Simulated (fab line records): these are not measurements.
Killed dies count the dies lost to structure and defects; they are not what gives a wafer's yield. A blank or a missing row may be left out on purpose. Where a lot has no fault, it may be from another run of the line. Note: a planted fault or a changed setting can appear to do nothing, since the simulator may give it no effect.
fab line records | flow nand_harc
record lots=11 | wafers=32 | last_day=30
route steps=1302 shown A_M1@1200 A_BONDPAD@1222 HYBRID_BOND@1237 THIN_TSV@1263 END@1302
lots that met no fault: taken from a fault-free run of the same line
start_h: hours from the record's opening day to when the first of the lot's shown wafers began | wait_h: hours elapsed since this lot's preceding step | " as in the row above | L1.1+2: a single row standing in for several wafers | - value missing, or start not given | * or withheld: withheld | < > ~ a bound
route shown NAME@n: names a module that has steps shown in the file, with the first one's number in the route | usual: mean/standard deviation taken from wafers without a fault | same: alike in all rows | chamber/n: place in a boat | sites: readings site by site | _std_site: their standard deviation | _edge_site: the outer-site mean with the inner-site mean subtracted | radius_mm: how far each site lies from the wafer's centre | mask NAME#n: copy n | behind: tool/chamber where the wafer was last shaped | hold: reason for holding the lot/hours on hold/outcome of the hold | device: transistor that didn't switch, given as n, p or np | end of line: the route-end tests of the same wafers | a step given without rows: its recipe and nothing more | killed: count of dies lost to structure and defects at first sort (not the wafer's yield) | map: the dies of a wafer, with x for killed, . for not killed, _ for no die there
set.NAME: the run value of the setting; set.NAME@STEP: its run value at that earlier step | model.NAME: the simulator's own value behind a step, which no gauge read
steps of the route over a sample of lots; a table a step, a row a wafer
services: when a tool's chamber went out of use (start_h, in hours from the record's first day, below 0 if earlier), for how many hours, and the reason
## steps
# step NHARC_A_M1_PRE_CLEAN_32
# recipe time_s=12 | temp_c=370 | rf_power_w=300 | gas=NH3
# usual heater_power_w=631/43
lot.wafer | tool     | chamber | start_h | wait_h | heater_power_w
L128.4    | pecvd-03 | 1       | 526.13  | 0.1    | 642
L128.5    | "        | 2       | "       | "      | 677
L128.6    | "        | 0       | "       | "      | 655
L129.1    | pecvd-03 | 2       | 541.34  | 0.1    | 609
L129.5    | "        | 2       | "       | "      | 621
L129.6    | "        | 1       | "       | "      | 589
L132.3    | pecvd-02 | 0       | 550.90  | 0.1    | 624
L132.1    | "        | 1       | "       | "      | 639
L132.6    | "        | 0       | "       | "      | 655
L131.1    | pecvd-01 | 2       | 557.82  | 0.1    | 679
L131.6    | "        | 2       | "       | "      | 689
L131.4    | "        | 0       | "       | "      | 659
L134.3    | pecvd-03 | 1       | 577.93  | 0.1    | 620
L134.2    | "        | 2       | "       | "      | 672
L134.6    | "        | 2       | "       | "      | 672
L137.1    | pecvd-01 | 2       | 601.18  | 0.1    | 629
L137.2    | "        | 0       | "       | "      | 686
L137.4    | "        | 0       | "       | "      | 692
L136.2    | pecvd-02 | 2       | 611.97  | 0.1    | 630
L136.4    | "        | 1       | "       | "      | 635
L136.5    | "        | 0       | "       | "      | 708
L140.2    | pecvd-02 | 2       | 653.97  | 0.1    | 638
L140.5    | "        | 2       | "       | "      | 653
L140.6    | "        | 0       | "       | "      | 675
L141.1    | pecvd-03 | 0       | 654.59  | 0.1    | 641
L141.5    | "        | 1       | "       | "      | 569
L141.6    | "        | 0       | "       | "      | 659
L142.3    | pecvd-02 | 1       | 671.19  | 0.1    | 644
L142.6    | "        | 1       | "       | "      | 630
L142.5    | "        | 0       | "       | "      | 701
L144.1    | pecvd-02 | 2       | 676.76  | 0.1    | 645
L144.2    | "        | 1       | "       | "      | 645
# step NHARC_A_BONDPAD_STRIP_15
# recipe o2_flow_sccm=500 | ar_flow_sccm=0 | bias_w=0 | chemistry=O2
# usual drypump_motor_current_A=5.7/0.37 | mfc_ar_sccm=0.014/0.015 | oes_product_au=0.999/0.01 | rf_vpp_V=57.7/0.9 | showerhead_plenum_p_Torr=3.53/0.17 | throttle_valve_pct=17.035/0.0086
lot.wafer | tool        | chamber | start_h | wait_h | drypump_motor_current_A | mfc_ar_sccm | oes_product_au | rf_hours_counter_h | rf_vpp_V | showerhead_plenum_p_Torr | throttle_valve_pct
L128.4    | rie_diel-08 | 3       | 528.44  | 0.1    | 5.9                     | 0.019       | 0.997          | 46                 | 57.8     | 3.43                     | 17.038
L128.5    | "           | 2       | "       | "      | 5.8                     | 0.019       | 0.996          | -                  | 56.7     | 3.34                     | 17.027
L128.6    | "           | 3       | "       | "      | 5.9                     | 0.019       | 0.986          | -                  | 55.6     | 3.43                     | 17.041
L129.1    | rie_diel-08 | 0       | 544.11  | 0.1    | 5.8                     | 0           | 0.983          | 54                 | 57.1     | 3.27                     | 17.039
L129.6    | "           | 0       | "       | "      | 5.7                     | 0           | 0.980          | -                  | 56.5     | 3.27                     | 17.025
L129.5    | "           | 1       | "       | "      | 5.5                     | 0.027       | 1.013          | -                  | 59.0     | 3.74                     | 17.037
L132.1    | rie_diel-03 | 0       | 553.42  | 0.1    | 5.7                     | 0.018       | 0.998          | 2                  | 58.4     | 3.60                     | 17.033
L132.3    | "           | 1       | "       | "      | 6.5                     | 0           | 0.999          | 2                  | 57.4     | 3.39                     | 17.049
L132.6    | "           | 3       | "       | "      | 5.1                     | 0.041       | 0.995          | -                  | 57.2     | 3.41                     | 17.036
L131.1    | rie_diel-03 | 3       | 560.28  | 0.1    | 5.1                     | 0.041       | 0.991          | 2                  | 56.8     | 3.41                     | 17.045
L131.4    | "           | 2       | "       | "      | 5.9                     | 0           | 0.992          | 2                  | 58.3     | 3.76                     | 17.021
L131.6    | "           | 3       | "       | "      | 5.1                     | 0.041       | 0.984          | -                  | 57.4     | 3.41                     | 17.030
L134.3    | rie_diel-05 | 3       | 580.40  | 0.1    | 5.7                     | 0           | 0.992          | 22                 | 57.1     | 3.33                     | 17.042
L134.2    | "           | 0       | "       | "      | 5.5                     | 0.026       | 0.989          | 24                 | 57.4     | 3.51                     | 17.040
L134.6    | "           | 2       | "       | "      | 5.7                     | 0           | 1.011          | -                  | 56.7     | 3.27                     | 17.025
L137.1    | rie_diel-03 | 3       | 603.83  | 0.1    | 5.1                     | 0.041       | 0.985          | 4                  | 57.2     | 3.41                     | 17.050
L137.2    | "           | 0       | "       | "      | 5.8                     | 0.018       | 0.993          | 4                  | 55.6     | 3.59                     | 17.036
L137.4    | "           | 0       | "       | "      | 5.7                     | 0.018       | 0.999          | -                  | 57.8     | 3.59                     | 17.039
L136.4    | rie_diel-03 | 0       | 614.58  | 0.1    | 5.7                     | 0.018       | 1.007          | 4                  | 56.1     | 3.59                     | 17.049
L136.2    | "           | 1       | "       | "      | 6.4                     | 0           | 1.002          | 4                  | 57.2     | 3.39                     | 17.020
L136.5    | "           | 0       | "       | "      | 5.7                     | 0.018       | 1.011          | -                  | 57.5     | 3.59                     | 17.040
L140.2    | rie_diel-05 | 0       | 656.48  | 0.1    | 5.5                     | 0.026       | 0.996          | 12                 | 56.4     | 3.50                     | 17.037
L140.5    | "           | 3       | "       | "      | 5.7                     | 0           | 1.008          | -                  | 56.8     | 3.33                     | 17.042
L140.6    | "           | 0       | "       | "      | 5.5                     | 0.026       | 0.993          | -                  | 59.1     | 3.50                     | 17.050
L141.1    | rie_diel-08 | 3       | 657.20  | 0.1    | 5.9                     | 0.019       | 0.994          | 29                 | 56.4     | 3.41                     | 17.050
L141.6    | "           | 0       | "       | "      | 5.8                     | 0           | 0.990          | -                  | 58.2     | 3.79                     | 17.026
L141.5    | "           | 1       | "       | "      | 5.5                     | 0.027       | 1.009          | -                  | 58.3     | 3.72                     | 17.031
L142.3    | rie_diel-08 | 2       | 673.55  | 0.1    | 5.9                     | 0.019       | 0.999          | 33                 | 56.9     | 3.31                     | 17.033
L142.6    | "           | 0       | "       | "      | 5.7                     | 0           | 0.998          | -                  | 58.3     | 3.79                     | 17.031
L142.5    | "           | 1       | "       | "      | 5.5                     | 0.027       | 1.020          | -                  | 58.8     | 3.72                     | 17.038
L144.2    | rie_diel-03 | 1       | 679.25  | 0.1    | 6.4                     | 0           | 0.982          | 1                  | 57.3     | 3.38                     | 17.023
L144.1    | "           | 0       | "       | "      | 5.8                     | 0.018       | 1.003          | 1                  | 58.0     | 3.59                     | 17.033
# step NHARC_HYBRID_BOND_ACTIVATE_00
# recipe time_s=60 | n2_flow_sccm=200 | ar_flow_sccm=0 | bias_power_w=0 | chemistry=N2
# usual drypump_motor_current_A=5.8/0.41 | mfc_ar_sccm=0.010/0.0099 | n2_flow_sccm=200.0/0.54 | oes_product_au=1.003/0.012 | rf_vpp_V=64.0/0.85 | showerhead_plenum_p_Torr=1.72/0.064
lot.wafer | tool        | chamber | start_h | wait_h | drypump_motor_current_A | mfc_ar_sccm | n2_flow_sccm | oes_product_au | rf_hours_counter_h | rf_vpp_V | showerhead_plenum_p_Torr
L128.4    | rie_diel-13 | 1       | 530.79  | 0.1    | 6.5                     | 0.003       | 200.3        | 1.028          | 0                  | 63.4     | 1.67
L128.5    | "           | 3       | "       | "      | 5.4                     | 0.003       | 199.8        | 1.005          | -                  | 65.1     | 1.82
L128.6    | "           | 0       | "       | "      | 5.8                     | 0.002       | 200.2        | 1.011          | -                  | 63.5     | 1.65
L129.1    | rie_diel-01 | 0       | 546.40  | 0.1    | 5.4                     | 0.008       | 200.1        | 0.981          | 63                 | 64.0     | 1.71
L129.6    | "           | 1       | "       | "      | 6.1                     | 0           | 199.8        | 0.996          | -                  | 64.6     | 1.72
L129.5    | "           | 2       | "       | "      | 6.1                     | 0.022       | 199.4        | 1.001          | -                  | 64.0     | 1.67
L132.1    | rie_diel-01 | 1       | 555.64  | 0.1    | 6.1                     | 0           | 199.6        | 1.010          | 66                 | 63.8     | 1.72
L132.3    | "           | 2       | "       | "      | 6.1                     | 0.022       | 200.5        | 1.006          | 55                 | 63.8     | 1.67
L132.6    | "           | 0       | "       | "      | 5.4                     | 0.008       | 199.6        | 0.990          | -                  | 64.9     | 1.71
L131.1    | rie_diel-13 | 3       | 562.52  | 0.1    | 5.4                     | 0.003       | 199.7        | 0.987          | 3                  | 63.9     | 1.82
L131.4    | "           | 0       | "       | "      | 5.8                     | 0.002       | 199.2        | 1.013          | 3                  | 63.8     | 1.65
L131.6    | "           | 0       | "       | "      | 5.8                     | 0.002       | 199.6        | 1.006          | -                  | 64.7     | 1.65
L134.2    | rie_diel-10 | 0       | 582.63  | 0.1    | 5.8                     | 0           | 199.9        | 0.991          | 46                 | 64.4     | 1.73
L134.3    | "           | 1       | "       | "      | 5.6                     | 0.017       | 199.2        | 1.001          | 51                 | 64.3     | 1.90
L134.6    | "           | 1       | "       | "      | 5.6                     | 0.017       | 199.5        | 1.000          | -                  | 64.9     | 1.90
L137.4    | rie_diel-13 | 0       | 606.10  | 0.1    | 5.8                     | 0.002       | 200.4        | 1.003          | 6                  | 65.2     | 1.65
L137.1    | "           | 2       | "       | "      | 5.3                     | 0.017       | 200.0        | 0.984          | 7                  | 64.2     | 1.77
L137.2    | "           | 3       | "       | "      | 5.4                     | 0.003       | 199.3        | 1.007          | 7                  | 64.3     | 1.82
L136.2    | rie_diel-13 | 1       | 616.80  | 0.1    | 6.5                     | 0.003       | 200.1        | 1.009          | 6                  | 64.0     | 1.66
L136.4    | "           | 2       | "       | "      | 5.2                     | 0.017       | 200.0        | 0.992          | 7                  | 64.2     | 1.77
L136.5    | "           | 0       | "       | "      | 5.8                     | 0.002       | 199.7        | 0.999          | -                  | 63.2     | 1.65
L140.2    | rie_diel-10 | 2       | 658.77  | 0.1    | 5.1                     | 0.020       | 199.7        | 1.005          | 14                 | 64.2     | 1.75
L140.5    | "           | 3       | "       | "      | 6.0                     | 0.035       | 199.6        | 1.017          | -                  | 62.7     | 1.75
L140.6    | "           | 0       | "       | "      | 5.8                     | 0           | 200.2        | 0.989          | -                  | 63.8     | 1.72
L141.1    | rie_diel-13 | 0       | 659.42  | 0.1    | 5.8                     | 0.002       | 199.5        | 1.013          | 11                 | 62.9     | 1.65
L141.5    | "           | 1       | "       | "      | 6.5                     | 0.003       | 200.0        | 1.019          | -                  | 62.6     | 1.66
L141.6    | "           | 2       | "       | "      | 5.3                     | 0.017       | 200.2        | 0.984          | -                  | 64.7     | 1.77
L142.3    | rie_diel-01 | 2       | 675.87  | 0.1    | 6.1                     | 0.022       | 198.4        | 0.997          | 45                 | 65.1     | 1.66
L142.5    | "           | 3       | "       | "      | 5.6                     | 0.026       | 199.7        | 0.982          | -                  | 62.8     | 1.67
L142.6    | "           | 0       | "       | "      | 5.4                     | 0.008       | 199.7        | 0.999          | -                  | 63.5     | 1.70
L144.2    | rie_diel-13 | 0       | 681.47  | 0.1    | 5.8                     | 0.002       | 200.2        | 1.006          | 13                 | 64.2     | 1.65
L144.1    | "           | 1       | "       | "      | 6.5                     | 0.003       | 200.5        | 1.029          | 13                 | 62.5     | 1.66
# step NHARC_THIN_TSV_ETCH_15
# recipe target_depth_a=30000 | bosch_target_overetch_cycles=2 | bosch_etch_step_s=2.8 | bosch_dep_step_s=1.2 | bosch_cycles=14
# usual drypump_motor_current_A=5.9/0.47
# same bosch_cycles=14
lot.wafer | tool      | chamber | start_h | wait_h | drypump_motor_current_A | rf_hours_counter_h
L128.4    | rie_si-06 | 1       | 542.63  | -      | 6.2                     | 0.6
L128.6    | "         | 1       | "       | "      | 6.3                     | -
L128.5    | "         | 2       | "       | "      | 5.7                     | -
L129.1    | rie_si-01 | 2       | 556.39  | -      | 6.2                     | 0
L129.5    | "         | 2       | "       | "      | 6.2                     | -
L129.6    | "         | 3       | "       | "      | 5.7                     | -
L132.1    | rie_si-06 | 3       | 570.66  | -      | 5.6                     | 1.1
L132.3    | "         | 0       | "       | "      | 5.6                     | 0.9
L132.6    | "         | 1       | "       | "      | 6.2                     | -
L131.1    | rie_si-06 | 1       | 578.60  | -      | 6.2                     | 0.9
L131.4    | "         | 3       | "       | "      | 5.6                     | 1.1
L131.6    | "         | 2       | "       | "      | 5.7                     | -
L134.2    | rie_si-01 | 0       | 595.97  | -      | 6.5                     | 0.3
L134.3    | "         | 1       | "       | "      | 5.9                     | 0.1
L134.6    | "         | 0       | "       | "      | 6.5                     | -
L137.4    | rie_si-01 | 0       | 622.28  | -      | 6.5                     | 0.4
L137.1    | "         | 2       | "       | "      | 6.2                     | 0.4
L137.2    | "         | 3       | "       | "      | 5.6                     | 0.5
L136.4    | rie_si-01 | 1       | 631.24  | -      | 6.0                     | 0.4
L136.2    | "         | 0       | "       | "      | 6.5                     | 0.5
L136.5    | "         | 2       | "       | "      | 6.2                     | -
L140.2    | rie_si-05 | 0       | 673.98  | -      | 4.9                     | 0.0
L140.6    | "         | 1       | "       | "      | 6.2                     | -
L140.5    | "         | 2       | "       | "      | 6.5                     | -
L141.1    | rie_si-01 | 1       | 675.17  | -      | 6.0                     | 0.5
L141.6    | "         | 3       | "       | "      | 5.7                     | -
L141.5    | "         | 0       | "       | "      | 6.5                     | -
L142.3    | rie_si-01 | 3       | 689.20  | -      | 5.7                     | 0.7
L142.5    | "         | 0       | "       | "      | 6.5                     | -
L142.6    | "         | 1       | "       | "      | 6.0                     | -
L144.2    | rie_si-01 | 0       | 694.03  | -      | 6.5                     | 0.8
L144.1    | "         | 1       | "       | "      | 5.9                     | 0.7
# step NHARC_END_SORT_01
# recipe temp_c=25
# usual defect_limited_yield=91.6/2.8 | killed_at_array=52/18 | killed_at_other=0.6/0.83 | killed_at_periphery=4.3/2.8 | killed_dies=57/19 | killed_open=3.4/2 | killed_short=2.5/1.7 | sort_bin_2_pct=3.0/1.1 | sort_bin_3_pct=0.6/0.41 | sort_bin_4_pct=4.7/1.6 | sort_n_pass=620/19 | sort_rim_yield_pct=91/3.7 | sort_yield_pct=91.6/2.8
# same gross_dies=677 | sort_bin_5_pct[%]=0 | sort_bin_6_pct[%]=0 | sort_bin_7_pct[%]=0 | sort_bin_8_pct[%]=0 | sort_rim_n_gross=106.00
lot.wafer | tool      | chamber | start_h | wait_h | defect_limited_yield[%] | killed_at_array | killed_at_other | killed_at_periphery | killed_dies | killed_open | killed_short | sort_bin_2_pct[%] | sort_bin_3_pct[%] | sort_bin_4_pct[%] | sort_n_pass | sort_rim_yield_pct[%] | sort_yield_pct[%]
L144.1    | prober-02 | 0       | 714.27  | 2.5    | 90.0                    | 66              | 0               | 2                   | 68          | 2           | 6            | 4.0               | 0.7               | 5.3               | 609         | 92                    | 90.0
L144.2    | prober-02 | 0       | 715.08  | 2.8    | 74.4                    | 168             | 0               | 5                   | 173         | 6           | 4            | 10.8              | 4.7               | 10.0              | 504         | 85                    | 74.4
# killed by level:class
L144.1 A_CHANNEL_HOLE_D1:chamber_film_flake=32 A_SLIT:chamber_film_flake=15 A_CHANNEL_HOLE_D2:chamber_film_flake=6 A_STAIRCASE:chamber_film_flake=4 P_CONTACT:geometric_particle:short=1 A_CHANNEL_HOLE_D1:geometric_particle:open=1 A_CHANNEL_FILL_D1:geometric_particle:open=1 A_CHANNEL_FILL_D1:geometric_particle:short=1
L144.2 A_M1:unspecified=96 A_CHANNEL_HOLE_D1:chamber_film_flake=38 A_SLIT:chamber_film_flake=10 A_CHANNEL_HOLE_D2:chamber_film_flake=10 A_ONON_D2:geometric_particle:open=2 A_ONON_D2:geometric_particle:short=2 A_CHANNEL_FILL_D2:geometric_particle:short=2 P_GATE:chamber_film_flake=2
## services
tool        | chamber | start_h | hours | kind
rie_diel-13 | -       | 519.21  | 9.0   | pm
pecvd-03    | 0       | 537.78  | 21.3  | repair
pecvd-02    | -       | 542.50  | 0.3   | repair
rie_si-01   | -       | 547.00  | 9.0   | pm
pecvd-02    | 0       | 547.26  | 2.7   | repair
pecvd-03    | -       | 547.59  | 13.0  | pm
rie_diel-08 | -       | 549.95  | 9.0   | pm
rie_diel-01 | -       | 559.61  | 9.0   | pm
rie_diel-08 | 3       | 561.34  | 3.8   | repair
pecvd-03    | -       | 562.38  | 1.0   | repair
rie_si-01   | 1       | 567.34  | 3.1   | repair
rie_diel-08 | 2       | 573.35  | 5.6   | repair
rie_diel-03 | 1       | 589.43  | 14.7  | repair
pecvd-02    | -       | 589.62  | 13.0  | pm
rie_si-06   | -       | 598.68  | 0.3   | repair
rie_si-06   | -       | 603.00  | 9.0   | pm
rie_diel-03 | 0       | 630.32  | 13.4  | repair
rie_diel-03 | -       | 635.30  | 9.0   | pm
rie_si-01   | -       | 637.19  | 0.3   | repair
rie_diel-01 | 1       | 638.78  | 4.6   | repair
pecvd-02    | 1       | 644.96  | 11.9  | repair
rie_diel-13 | 3       | 653.03  | 5.3   | repair
pecvd-02    | 0       | 674.62  | 6.8   | repair
rie_si-01   | -       | 677.61  | 0.6   | repair
## key
first_sign step=NHARC_END_SORT_01 | reading=killed_at_array | direction=up | sigmas=6.3 | usual=52 | struck=168
effect step=NHARC_END_SORT_01 | reading=defect_limited_yield | direction=down | sigmas=6.2 | usual=91.6 | struck=74.4
more_kills_born_at NHARC_A_M1_PRE_CLEAN_32@pecvd-02=96
met_at NHARC_A_M1_PRE_CLEAN_32
struck_lots L144
struck_wafers L144.2
not_acting_at NHARC_A_BONDPAD_STRIP_15,NHARC_HYBRID_BOND_ACTIVATE_00,NHARC_THIN_TSV_ETCH_15
onset_between 671.19 676.76
fault kind=chamber_particle_source | tool=pecvd-02 | chamber=1 | onset_h=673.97 | steps=NHARC_A_M1_PRE_CLEAN_32 | rate_per_visit_cm2=0.98539
